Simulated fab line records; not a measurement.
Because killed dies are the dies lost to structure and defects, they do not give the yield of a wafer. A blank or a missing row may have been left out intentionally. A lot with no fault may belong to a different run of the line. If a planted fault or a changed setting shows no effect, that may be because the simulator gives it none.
fab line records	flow n5Finfet
[record] lots = 7	wafers = 20	lastDay = 18
route steps=1938 shown BEOL_M0@734 BEOL_M4@1111 PASSIVATION@1936
lots that met no fault: taken from a fault-free run of the same line
startH: hours from the record's first day to the start of the lot's first wafer shown	waitH: how many hours have passed since the lot's step before this one	" as in the row above	L1.1+2: a row that stands for several wafers	- value missing, or start not given	* or withheld: withheld	< > ~ a bound
route shown NAME@n: a module of which the file shows steps, and the number in the route of the first	usual: mean and standard deviation over wafers with no fault	same: alike in all rows	chamber/n: place in a boat	sites: per-site readings	_std_site: the values' standard deviation	_edge_site: mean of outer sites minus mean of inner sites	radiusMm: for every site, how far away it sits from the centre of the wafer	mask NAME#n: copy n	behind: tool/chamber where the wafer was last shaped	hold: reason for holding the lot/hours on hold/outcome of the hold	device: names the non-switching transistor (n, p or np)	end of line: the tests these same wafers got at the end of their route	for a step that has no rows: nothing shown but its recipe	killed: count of dies lost to structure and defects at first sort (not the wafer's yield)	map: a wafer's dies, x killed, . not, _ none there
set.NAME: the run value of the setting; set.NAME@STEP: its run value at that earlier step	model.NAME: the simulator's own value behind a step, which no gauge read
lots at selected steps of the route; one table per step, one row per wafer
services: when a tool's chamber went out of use (startH, in hours from the record's first day, below 0 if earlier), for how many hours, and the reason
[[steps]]
[step N5_BEOL_M0_SPUTTER_116]
[recipe] material = Cu	targetThkA = 40	tempC = -20	chamberPressurePa = 0.07	powerW = withheld	timeS = 7.37
[usual] chuckSensorTempC = -15.7/0.4	throttleValvePct = 29.8/0.85
[same] timeS = 7.37
lot.wafer	tool	chamber	startH	waitH	chuckSensorTempC	throttleValvePct
L718.1	pvdSputter-03	-	149.36	0.1	-15.1	30.9
L718.3	"	-	"	"	-15.5	30.1
L718.6	"	-	"	"	-15.5	29.5
L720.3	pvdSputter-02	-	163.86	0.1	-16.1	27.8
L720.4	"	-	"	"	-15.4	31.0
L720.6	"	-	"	"	-15.8	29.0
L728.1	pvdSputter-01	-	210.25	0.2	-16.0	29.0
L728.2	"	-	"	"	-15.7	30.3
L728.6	"	-	"	"	-15.6	30.0
L730.4	pvdSputter-03	-	217.93	0.0	-15.5	29.6
L730.5	"	-	"	"	-15.5	29.3
L730.6	"	-	"	"	-15.0	30.7
L731.2	pvdSputter-01	-	227.40	0.2	-16.2	30.8
L731.3	"	-	"	"	-16.0	28.7
L731.4	"	-	"	"	-15.8	30.1
L734.4	pvdSputter-01	-	241.24	0.2	-16.2	30.9
L734.6	"	-	"	"	-16.2	30.8
L737.1	pvdSputter-03	-	263.66	0.2	-14.8	29.4
L737.3	"	-	"	"	-15.7	30.2
L737.4	"	-	"	"	-15.1	30.5
[step N5_BEOL_M0_ANNEAL_117]
[recipe] tempC = 400	timeS = 60	ambient = vacuum
[usual] heaterPowerW = 798/83
[same] timeS = 60
lot.wafer	tool	chamber	startH	waitH	heaterPowerW
L718.1	pvdSputter-03	-	149.45	0.0	678
L718.3	"	-	"	"	771
L718.6	"	-	"	"	668
L720.3	pvdSputter-02	-	163.94	0.0	895
L720.4	"	-	"	"	836
L720.6	"	-	"	"	805
L728.1	pvdSputter-01	-	210.33	0.0	823
L728.2	"	-	"	"	860
L728.6	"	-	"	"	887
L730.4	pvdSputter-03	-	218.01	0.0	650
L730.5	"	-	"	"	650
L730.6	"	-	"	"	692
L731.2	pvdSputter-01	-	227.48	0.0	834
L731.3	"	-	"	"	828
L731.4	"	-	"	"	869
L734.4	pvdSputter-01	-	241.32	0.0	797
L734.6	"	-	"	"	799
L737.1	pvdSputter-03	-	263.74	0.0	963
L737.3	"	-	"	"	769
L737.4	"	-	"	"	691
[step N5_BEOL_M0_SPUTTER_132]
[recipe] material = Cu	targetThkA = 40	tempC = -20	chamberPressurePa = 0.07	powerW = withheld	timeS = 7.37
[step N5_BEOL_M0_ANNEAL_133]
[recipe] tempC = 400	timeS = 60	ambient = vacuum
[step N5_BEOL_M0_SPUTTER_134]
[recipe] material = Cu	targetThkA = 40	tempC = -20	chamberPressurePa = 0.07	powerW = withheld	timeS = 7.37
[usual] chuckSensorTempC = -15.7/0.4	throttleValvePct = 29.8/0.85
[same] timeS = 7.37
lot.wafer	tool	chamber	startH	waitH	chuckSensorTempC	throttleValvePct
L718.1	pvdSputter-03	-	149.63	0.0	-15.1	31.0
L718.3	"	-	"	"	-15.6	30.2
L718.6	"	-	"	"	-15.5	29.3
L720.3	pvdSputter-02	-	164.10	0.0	-15.9	27.9
L720.4	"	-	"	"	-15.3	30.9
L720.6	"	-	"	"	-15.6	28.9
L728.1	pvdSputter-01	-	210.49	0.0	-16.3	28.9
L728.2	"	-	"	"	-15.7	30.3
L728.6	"	-	"	"	-15.8	29.8
L730.4	pvdSputter-03	-	218.17	0.0	-15.5	29.5
L730.5	"	-	"	"	-15.4	29.5
L730.6	"	-	"	"	-15.2	30.7
L731.2	pvdSputter-01	-	227.64	0.0	-16.2	30.7
L731.3	"	-	"	"	-16.2	29.1
L731.4	"	-	"	"	-15.6	30.4
L734.4	pvdSputter-01	-	241.48	0.0	-16.2	31.0
L734.6	"	-	"	"	-16.2	30.8
L737.1	pvdSputter-03	-	263.90	0.0	-14.8	29.3
L737.3	"	-	"	"	-15.4	30.1
L737.4	"	-	"	"	-15.1	31.0
[step N5_BEOL_M0_ANNEAL_135]
[recipe] tempC = 400	timeS = 60	ambient = vacuum
[usual] heaterPowerW = 797/82
[same] timeS = 60
lot.wafer	tool	chamber	startH	waitH	heaterPowerW
L718.1	pvdSputter-03	-	149.72	0.0	683
L718.3	"	-	"	"	789
L718.6	"	-	"	"	660
L720.3	pvdSputter-02	-	164.18	0.0	915
L720.4	"	-	"	"	849
L720.6	"	-	"	"	802
L728.1	pvdSputter-01	-	210.57	0.0	796
L728.2	"	-	"	"	877
L728.6	"	-	"	"	872
L730.4	pvdSputter-03	-	218.25	0.0	644
L730.5	"	-	"	"	643
L730.6	"	-	"	"	689
L731.2	pvdSputter-01	-	227.72	0.0	820
L731.3	"	-	"	"	796
L731.4	"	-	"	"	857
L734.4	pvdSputter-01	-	241.56	0.0	780
L734.6	"	-	"	"	805
L737.1	pvdSputter-03	-	263.98	0.0	945
L737.3	"	-	"	"	767
L737.4	"	-	"	"	681
[step N5_BEOL_M0_SPUTTER_141]
[recipe] material = Cu	targetThkA = 40	tempC = -20	chamberPressurePa = 0.07	powerW = withheld	timeS = 7.37
[step N5_BEOL_M0_ECD_118]
[recipe] material = Cu	targetThkA = 3000
[step N5_BEOL_M0_ANNEAL_119]
[recipe] tempC = 225	timeS = 90	ambient = N2
[step N5_BEOL_M0_CMP_120]
[recipe] stopOn = SiOC	tOverpolishS = 6.9	downForcePsi = 1	platenRpm = 50	clearingPlatenDownForcePsi = 1.5	clearingPlatenRpm = 50	postCmpClean = cuAlkaline	clearingPlatenPadVelocityMS = 0.99484	padVelocityMS = 0.99484
[step N5_BEOL_M0_PRE_CLEAN_131]
[recipe] gas = NH3/H2	timeS = 15	tempC = *	rfPowerW = 300
[usual] heaterPowerW = 77/11	rfFwdPowerW = 296.1/1.1
[same] timeS = 15
lot.wafer	tool	chamber	startH	waitH	heaterPowerW	rfFwdPowerW
L718.1	cvdCo-01	2	150.60	0.0	90	296.2
L718.3	"	1	"	"	67	295.8
L718.6	"	1	"	"	68	295.6
L720.3	cvdCo-01	1	165.05	0.0	66	295.5
L720.4	"	2	"	"	89	294.6
L720.6	"	1	"	"	68	295.9
L728.1	cvdCo-02	2	211.99	0.1	62	296.5
L728.2	"	1	"	"	91	296.8
L728.6	"	0	"	"	79	296.4
L730.4	cvdCo-02	2	219.57	0.1	62	296.7
L730.5	"	0	"	"	78	295.9
L730.6	"	1	"	"	91	296.8
L731.2	cvdCo-01	2	228.58	0.0	89	295.9
L731.3	"	1	"	"	67	296.1
L731.4	"	2	"	"	91	296.6
L734.4	cvdCo-02	2	242.74	0.1	62	296.1
L734.6	"	1	"	"	90	297.2
L737.1	cvdCo-02	1	264.89	0.1	92	296.3
L737.3	"	0	"	"	79	296.9
L737.4	"	0	"	"	77	297.1
[step N5_BEOL_M0_CO_CAP_123]
[recipe] material = Co	targetThkA = 20	tempC = 200	precursor = CCTBA/H2	pressureTorr = 30	timeS = 102.1
[usual] chamberPressureTorr = 29.99/0.059	heaterPowerOuterW = 120/11	heaterPowerW = 226/14	timeS = 102.1/0
lot.wafer	tool	chamber	startH	waitH	chamberPressureTorr	heaterPowerOuterW	heaterPowerW	timeS
L718.1	cvdCo-01	2	150.64	0.0	30.03	142	252	102.1
L718.3	"	1	"	"	30.09	109	216	102.1
L718.6	"	1	"	"	30.07	110	215	102.1
L720.3	cvdCo-01	1	165.09	0.0	30.02	114	207	102.1
L720.4	"	2	"	"	29.93	141	239	102.1
L720.6	"	1	"	"	29.94	111	214	102.1
L728.1	cvdCo-02	2	212.03	0.0	-	-	-	-
L728.2	"	1	"	"	-	-	-	-
L728.6	"	0	"	"	-	-	-	-
L730.4	cvdCo-02	2	219.63	0.0	-	-	-	-
L730.5	"	0	"	"	-	-	-	-
L730.6	"	1	"	"	-	-	-	-
L731.2	cvdCo-01	2	228.62	0.0	-	-	-	-
L731.3	"	1	"	"	-	-	-	-
L731.4	"	2	"	"	-	-	-	-
L734.4	cvdCo-02	2	242.80	0.0	30.04	106	206	102.1
L734.6	"	1	"	"	30.13	126	247	102.1
L737.1	cvdCo-02	1	264.93	0.0	29.93	126	242	102.1
L737.3	"	0	"	"	29.93	115	231	102.1
L737.4	"	0	"	"	29.93	114	233	102.1
[step N5_BEOL_M0_PRE_CLEAN_124]
[recipe] gas = NH3	timeS = 15	tempC = withheld	rfPowerW = 300
[step N5_BEOL_M4_RC_MEAS_101]
[usual] DIBL_N = 37.4/2.1	DIBL_P = 37.8/2.5	IOFF_N = 0.19/0.045	IOFF_P = 0.24/0.05	ION_N = 682/16	ION_P = 467/11	SS_N = 71.9/0.67	SS_P = 73.6/0.76	VT_N = 247/3.6	VT_P = -248/3.6
lot.wafer	tool	chamber	startH	waitH	DIBL_N[mV/V]	DIBL_P[mV/V]	IOFF_N[nA/um]	IOFF_P[nA/um]	ION_N[uA/um]	ION_P[uA/um]	SS_N[mV/dec]	SS_P[mV/dec]	VT_N[mV]	VT_P[mV]
L718.1	prober-02	0	197.27	0.0	40.5	40.9	0.27	0.30	683	463	72.9	74.5	243	-245
L718.3	"	0	"	"	35.1	34.1	0.14	0.17	668	459	71.7	72.3	251	-254
L718.6	"	0	"	"	37.6	37.1	0.18	0.21	687	467	72.7	73.3	247	-250
L720.3	prober-02	0	212.78	0.3	35.2	37.9	0.16	0.23	687	483	71.8	73.0	248	-249
L720.4	"	0	"	"	39.3	40.2	0.25	0.25	679	455	72.5	74.0	244	-247
L720.6	"	0	"	"	36.9	39.5	0.19	0.25	690	472	72.3	74.2	246	-248
L728.1	prober-02	0	259.20	0.0	37.0	37.0	0.17	0.23	682	467	71.8	74.0	248	-247
L728.2	"	0	"	"	39.7	39.3	0.22	0.28	692	475	72.1	73.8	246	-244
L728.6	"	0	"	"	39.5	40.0	0.20	0.29	670	466	72.2	74.4	250	-247
L730.4	prober-02	0	278.35	0.5	39.7	41.8	0.25	0.32	718	492	73.0	74.6	245	-244
L730.5	"	0	"	"	35.5	37.2	0.16	0.24	666	464	70.8	74.1	249	-247
L730.6	"	0	"	"	36.3	37.7	0.18	0.25	696	480	71.7	74.1	248	-246
L731.2	prober-01	0	283.53	0.2	38.0	38.2	0.18	0.26	689	472	72.0	73.7	247	-247
L731.3	"	0	"	"	42.4	45.0	0.33	0.41	725	500	72.3	74.9	239	-240
L731.4	"	0	"	"	36.9	36.4	0.15	0.21	686	474	72.1	72.7	249	-250
L734.4	prober-02	0	288.53	0.5	36.0	34.2	0.15	0.21	652	453	71.8	73.1	255	-249
L734.6	"	0	"	"	37.8	37.1	0.20	0.28	711	489	71.2	74.0	244	-244
L737.1	prober-02	0	329.94	0.0	39.5	39.0	0.24	0.27	690	469	73.6	73.9	246	-248
L737.3	"	0	"	"	34.4	33.8	0.12	0.18	667	463	71.6	72.9	252	-249
L737.4	"	0	"	"	37.3	38.7	0.20	0.29	689	480	72.7	74.2	243	-243
[step N5_PASSIVATION_PROBE_49]
[usual] defectLimitedYield = 90.9/1.6	killed_at_M0_to_M3 = 34/10	killed_at_M4_up = 13/5.4	killedAtContacts = 13/6	killedAtFrontEnd = 42/13	killedAtOther = 4/3.2	killedDies = 107/18	killedOpen = 69/14	killedShort = 35/7.7	sort_bin_4_leakage = 0.02/0.17	sort_bin_5_function = 5.3/1	sort_bin_6_memory = 3.3/0.75	sort_bin_8_speed = 0.00/0.015	sortNPass = 1073/19	sortYieldPct = 90.9/1.6
[same] grossDies = 1180	killedAtBackSide = 0
lot.wafer	tool	chamber	startH	waitH	defectLimitedYield[%]	killed_at_M0_to_M3	killed_at_M4_up	killedAtContacts	killedAtFrontEnd	killedAtOther	killedDies	killedOpen	killedShort	sort_bin_4_leakage[%]	sort_bin_5_function[%]	sort_bin_6_memory[%]	sort_bin_8_speed[%]	sortNPass	sortYieldPct[%]
L720.3	prober-01	-	304.97	0.1	92.4	37	8	9	33	3	90	58	26	0	3.8	3.4	0	1090	92.4
L720.4	prober-01	-	305.02	0.2	91.9	28	11	17	38	1	95	66	28	0	5.0	2.3	0	1085	91.9
L720.6	prober-01	-	305.12	0.3	92.0	25	14	11	42	2	94	60	30	0	4.5	3.0	0	1086	92.0
L730.4	prober-02	-	374.81	0.2	88.4	41	23	7	63	3	137	88	34	0	6.9	4.2	0	1043	88.4
L730.5	prober-02	-	374.86	0.2	89.2	45	10	13	58	2	128	96	32	0	5.9	4.8	0	1052	89.2
L730.6	prober-02	-	374.91	0.3	89.4	46	13	10	47	9	125	89	33	0	6.8	3.4	0	1055	89.4
// killed by level:class
L720.3 STI_FIN_REVEAL:geometricParticle:open=8 BEOL_M3:geometricParticle:open=8 BEOL_M0_SAQP:geometricParticle:short=8 BEOL_M2:geometricParticle:open=8 MOL_CONTACT_COAG:geometricParticle:open=6 FIN_SAQP:geometricParticle:open=5 BEOL_M1:geometricParticle:open=5 FIN_CUT:areaEtch=5
L720.4 MOL_CONTACT_COAG:geometricParticle:open=16 FIN_SAQP:geometricParticle:short=11 BEOL_M1:geometricParticle:open=10 FIN_SAQP:geometricParticle:open=8 BEOL_M4:geometricParticle:open=7 BEOL_M0_SAQP:geometricParticle:open=6 STI_FIN_REVEAL:geometricParticle:open=4 DUMMY_GATE:geometricParticle:open=4
L720.6 FIN_SAQP:geometricParticle:short=12 STI_FIN_REVEAL:geometricParticle:open=10 MOL_CONTACT_COAG:geometricParticle:open=9 BEOL_M2:geometricParticle:open=9 FIN_SAQP:geometricParticle:open=8 DUMMY_GATE:geometricParticle:open=4 BEOL_M0_SAQP:geometricParticle:short=4 BEOL_M1:geometricParticle:open=4
L730.4 STI_FIN_REVEAL:geometricParticle:open=15 BEOL_M4:geometricParticle:open=13 FIN_CUT:areaEtch=10 BEOL_M3:geometricParticle:open=9 BEOL_M0_SAQP:geometricParticle:open=8 BEOL_M0_SAQP:geometricParticle:short=7 BEOL_M1:geometricParticle:open=7 FIN_SAQP:geometricParticle:open=6
L730.5 FIN_SAQP:geometricParticle:open=18 STI_FIN_REVEAL:geometricParticle:open=17 BEOL_M2:geometricParticle:open=15 BEOL_M3:geometricParticle:open=10 MOL_CONTACT_COAG:geometricParticle:open=10 BEOL_M0_SAQP:geometricParticle:short=7 DUMMY_GATE:geometricParticle:open=5 FIN_SAQP:geometricParticle:short=4
L730.6 BEOL_M3:geometricParticle:open=16 STI_FIN_REVEAL:geometricParticle:open=12 BEOL_M0_SAQP:geometricParticle:short=7 BEOL_M0_SAQP:geometricParticle:open=7 BEOL_M2:geometricParticle:open=6 FIN_SAQP:geometricParticle:open=5 DUMMY_GATE:geometricParticle:open=5 SPACER0:geometricParticle:open=5
[[services]]
tool	chamber	startH	hours	kind
cvdCo-02	2	161.91	7.8	repair
cvdCo-02	1	191.08	4.8	repair
cvdCo-02	-	199.26	2.8	pm
cvdCo-01	0	207.82	6.1	repair
[[key]]
[firstSign] step = N5_BEOL_M0_CO_CAP_123	reading = toolRecord	direction = missing
effect none on later readings
metAt N5_BEOL_M0_CO_CAP_123
struckWafers L728.1,L728.2,L728.6,L730.4,L730.5,L730.6,L731.2,L731.3,L731.4
[baselineLoss] step = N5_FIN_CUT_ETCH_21	wafers = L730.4
onsetBetween 165.09 212.03
[fault] kind = skippedStepWhole	tool = cvdCo-01,cvdCo-02	chamber = -	onsetH = 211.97	steps = N5_BEOL_M0_CO_CAP_123	scope = struckLotsOnly
// baselineLoss: these wafers lose ten dies or more at that step, a loss of the line's own and not of a fault; the sort's usual values leave them out
